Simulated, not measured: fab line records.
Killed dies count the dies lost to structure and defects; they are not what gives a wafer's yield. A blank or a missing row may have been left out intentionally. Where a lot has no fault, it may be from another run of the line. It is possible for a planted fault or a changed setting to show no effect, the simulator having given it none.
Struck lot and sound lot, side by side || flow n5Finfet || 38 out of 1938 route steps
Sound: these wafers, L490.2, L490.3, L490.6. Wafers L498.1, L498.3, L498.5 were the ones struck. The cause comes at the end.
Order at every step that has rows: each side's tool, ch and its chambers, its first start. Under that, the readings that differ: sound wafers || struck wafers || difference of the means || sigmas: that difference in standard deviations of wafers without a fault.
alike: a reading whose means differ by less than 2 such deviations, as well as words and numbers matching on both sides. not compared: withheld readings; readings where some wafer has no value; bounds like >300 that might hide an equal value; numbers whose values overlap and for which the record gives no deviation.
Wherever a step has rows on one side only, a row that says differs or no value, or a row with sigmas, the two part there. When numbers do not overlap yet have no deviation, they are printed without sigmas and do not part them. Lack of a reading on every wafer of one side parts them only where that side has two or more wafers.

first, 12 steps without rows for these wafers: N5_MOL_CONTACT_COAG_ETCH_65 (etches underlayer in N2/H2, target depth 13 nm, time 10.4 s); N5_MOL_CONTACT_COAG_ETCH_66 (etches SiARC in CF4, target depth 13 nm, time 21.7 s); N5_MOL_CONTACT_COAG_ALD_133 (deposits SiO2, target thk 5 nm, pulse time 1 s, co reactant pulse time 1 s); N5_MOL_CONTACT_COAG_ETCHBACK_134 (etches SiO2 in CHF3, target depth 10 nm, time 6.7 s); N5_MOL_CONTACT_COAG_ETCH_67 (etches SOC in N2/H2, target depth 60 nm, overetch 21 nm, time 101.2 s); N5_MOL_CONTACT_COAG_STRIP_68 (strips in N2/H2); N5_MOL_CONTACT_COAG_STRIP_69 (strips in N2/H2); N5_MOL_CONTACT_COAG_ETCHBACK_136 (etches SiO2 in CHF3, target depth 25 nm, time 16.7 s); N5_MOL_CONTACT_COAG_STRIP_120 (strips in CHF3); N5_MOL_CONTACT_COAG_VIA_ETCH_117 (etches SiO2 in C4F6/O2, target depth 40 nm, overetch 8 nm, time 26 s); N5_MOL_CONTACT_COAG_ETCH_124 (etches SiNx in CH3F/O2, stops on SiOC, target depth 6.5 nm); N5_MOL_CONTACT_COAG_ETCH_48 (etches SiOC in C4F6/O2, target depth 15 nm, overetch 4.5 nm, time 17 s).
N5_MOL_CONTACT_COAG_STRIP_72: strips in N2/H2.
  sound on rieDiel-02 ch 0,2,3, day 6 17:33; struck on rieDiel-02 ch 2,3, day 8 18:02
  alike: drypumpMotorCurrentA, oesProductAu, rfVppV, showerheadPlenumPTorr, throttleValvePct
  not compared: rfHoursCounterH
then, 24 steps without rows for these wafers: N5_MOL_CONTACT_COAG_STRIP_49 (strips in N2/H2, time 30 s); N5_MOL_CONTACT_COAG_PRECLEAN_138 (cleans in alkaline clean, time 60 s); N5_MOL_CONTACT_COAG_SRD_139 (time 30 s); N5_MOL_CONTACT_COAG_PRE_CLEAN_121; N5_MOL_CONTACT_COAG_CVD_140 (deposits W, target thk 66.5 nm, time 215 s); N5_MOL_CONTACT_COAG_PRECLEAN_127 (cleans in DIW, time 57.5 s); N5_MOL_CONTACT_COAG_SRD_128 (dry time 32 s); N5_MOL_CONTACT_COAG_CMP_52 (polishes, stops on SiO2, t overpolish 1.5 s, target thk 66.5 nm); N5_MOL_CONTACT_COAG_ANNEAL_112 (time 1800 s); N5_BEOL_M0_SAQP_PECVD_00 (deposits SiCN from 3MS/NH3, target thk 8 nm, time 14 s); N5_BEOL_M0_SAQP_ILD_DEP_01 (deposits SiOC from DEMS/O2, target thk 45.419 nm, time 8.7 s); N5_BEOL_M0_SAQP_HM_DEP_02 (deposits TiN, target thk 12 nm); N5_BEOL_M0_SAQP_PECVD_03 (deposits SiCN from 3MS/NH3, target thk 12 nm, time 21.1 s); N5_BEOL_M0_SAQP_PECVD_96 (deposits a-Si from SiH4/He, target thk 45 nm, time 45.2 s); N5_BEOL_M0_SAQP_PECVD_97 (deposits SiNx from SiH4/NH3/N2, target thk 23 nm, time 19.9 s); N5_BEOL_M0_SAQP_PECVD_04 (deposits a-Si from SiH4/He, target thk 60 nm, time 60.2 s); N5_BEOL_M0_SAQP_HM_DEP_111 (deposits SiO2 from SiH4/N2O, target thk 12 nm, time 7.2 s); N5_BEOL_M0_SAQP_COAT_81 (time 60 s, resist thk 100 nm); N5_BEOL_M0_SAQP_COAT_82 (time 60 s, resist thk 30 nm); N5_BEOL_M0_SAQP_COAT_08 (resist thk 90 nm); N5_BEOL_M0_SAQP_EBR_10; N5_BEOL_M0_SAQP_SOFTBAKE_09 (time 60 s); N5_BEOL_M0_SAQP_EXPOSE_11 (exposes mask M0 CORE, target cd 42 nm); N5_BEOL_M0_SAQP_PEB_12 (peb time 60 s).
-- here the record skips 8 days between the struck wafers' starts before and after, leaving off in module BEOL_M0_SAQP and picking up in module PASSIVATION (first step shown: number 1936 of the route) --
N5_PASSIVATION_PROBE_49:
  struck on prober-02, day 16 15:07; sound on prober-02, day 13 21:10
{"reading": "defectLimitedYield (%)", "sound": "93.1 93.0 91.5", "struck": "81.7 81.4 82.2", "difference": -10.8, "sigmas": -7}
{"reading": "killedAtContacts", "sound": "3 8 7", "struck": "99 102 109", "difference": "+97", "sigmas": "+14"}
{"reading": "killedAtFrontEnd", "sound": "36 34 40", "struck": "49 80 56", "difference": "+25", "sigmas": "+2"}
{"reading": "killedDies", "sound": "82 83 100", "struck": "216 219 210", "difference": "+127", "sigmas": "+7"}
{"reading": "killedOnRim", "sound": "15 8 10", "struck": "32 27 32", "difference": "+19", "sigmas": "+5"}
{"reading": "sort_bin_5_function (%)", "sound": "3.6 4.3 4.9", "struck": "13.0 11.1 10.5", "difference": "+7.3", "sigmas": "+7"}
{"reading": "sortNPass", "sound": "1098 1097 1080", "struck": "964 961 970", "difference": -127, "sigmas": -7}
{"reading": "sortYieldPct (%)", "sound": "93.1 93.0 91.5", "struck": "81.7 81.4 82.2", "difference": -10.8, "sigmas": -7}
  alike: killed_at_M0_to_M3, killed_at_M4_up, killedAtOther, killedOpen, killedShort, sort_bin_6_memory

## WHERE THEY PART
Within this record, at N5_PASSIVATION_PROBE_49 only.

WHY: whatever the simulator had introduced
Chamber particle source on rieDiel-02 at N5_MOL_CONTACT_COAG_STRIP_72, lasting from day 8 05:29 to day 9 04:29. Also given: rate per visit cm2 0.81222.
